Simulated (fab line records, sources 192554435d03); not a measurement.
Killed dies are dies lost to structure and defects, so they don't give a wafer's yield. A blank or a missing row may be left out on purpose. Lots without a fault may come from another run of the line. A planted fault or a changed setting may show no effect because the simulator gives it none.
Problem report in the 8D (eight disciplines) form, filled by code | flow n5_finfet | the parts of the form that need people (team, actions taken, sign-off) are left out

1. THE PROBLEM
run_length_s at N5_HKMG_FIN_ETCH_58 reads a mean of 428.6 s on 9 wafers of 3 lots; wafers without a fault read 764.4 s with a standard deviation of 0.49. That is -99 or more standard deviations from the usual mean.
The step: etches SOC in N2/H2, target depth 215.8 nm, time 741 s.
First seen on wafer L610.1, day 9 08:46, on rie_diel-05. The record holds 21 wafers of 7 lots with a number at this step. Rule for "out", or "out of limits": more than 4 standard deviations from the usual mean. The other wafers with a number count as sound.

2. WHAT IT IS AND WHAT IT IS NOT
question                    | is                     | is not
which readings at this step | run_length_s           | drypump_motor_current_A, oes_product_au, showerhead_plenum_p_Torr, throttle_valve_pct
which lots                  | L610, L611, L612       | L592, L593, L613, L614
which wafers of those lots  | all that have a number | -
read on which tools         | rie_diel-05            | rie_diel-02, rie_diel-04
when                        | from day 9 08:46       | up to then (6 sound wafers); but 6 sound wafers of L613, L614 came after

3. SUSPECTS, AND WHAT RULES EACH OUT
Counting: a tool at a process step up to the reading stays a suspect if it ran every lot that is out and no sound lot after the first of them.
- rie_diel-05 at N5_HKMG_FIN_DESCUM_53 (chemistry O2, time 7.9 s): kept. It ran every lot that is out, first L610 (day 9 08:28), and no sound lot after that; its last sound lot up to then is L592 (day 4 07:38).
- rie_diel-05 at N5_HKMG_FIN_ETCH_54 (etches SiARC in CF4, target depth 45.5 nm, time 75.8 s): kept. It ran every lot that is out, first L610 (day 9 08:30), and no sound lot after that; its last sound lot up to then is L592 (day 4 07:41).
- rie_diel-05 at N5_HKMG_FIN_ETCH_55 (etches SOC in N2/H2, target depth 240 nm, time 300 s): kept. It ran every lot that is out, first L610 (day 9 08:34), and no sound lot after that; its last sound lot up to then is L592 (day 4 07:44).
- rie_diel-05 at N5_HKMG_FIN_STRIP_57 (strips in CF4): kept. It ran every lot that is out, first L610 (day 9 08:45), and no sound lot after that; its last sound lot up to then is L592 (day 4 07:56).
- rie_diel-05 at N5_HKMG_FIN_ETCH_58 (etches SOC in N2/H2, target depth 215.8 nm, time 741 s): kept. It ran every lot that is out, first L610 (day 9 08:46), and no sound lot after that; its last sound lot up to then is L592 (day 4 07:57). Its own readings are out on those wafers: run_length_s.
Left after counting: rie_diel-05 at N5_HKMG_FIN_DESCUM_53, rie_diel-05 at N5_HKMG_FIN_ETCH_54, rie_diel-05 at N5_HKMG_FIN_ETCH_55, rie_diel-05 at N5_HKMG_FIN_STRIP_57, rie_diel-05 at N5_HKMG_FIN_ETCH_58.

4. THE CAUSE (what the simulator had put in)
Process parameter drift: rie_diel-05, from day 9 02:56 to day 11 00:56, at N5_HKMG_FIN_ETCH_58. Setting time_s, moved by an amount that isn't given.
Counting left 5 suspects, and this tool is among them.

5. THE CHAIN OF EFFECTS, in route order
Each row: a reading whose mean over the struck wafers that have a number lies more than 3 standard deviations from the usual. Only readings for which the record gives a usual standard deviation are gone through. hours: the time from each lot's start at the first step in this table that gives one to its start at this step, as a median over the lots. sigmas: the change in usual standard deviations.
hours | step                | reading      | usual   | on struck wafers | change | sigmas
0     | N5_HKMG_FIN_ETCH_58 | run_length_s | 764.4 s | 428.6            | -335.8 | -99 or more
The process steps in it:
- N5_HKMG_FIN_ETCH_58: etches SOC in N2/H2, target depth 215.8 nm, time 741 s.

6. WHAT WOULD HAVE CAUGHT IT SOONER
In this record the first reading out of limits was taken at day 9 08:46, 6 hours after the fault began at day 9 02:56.
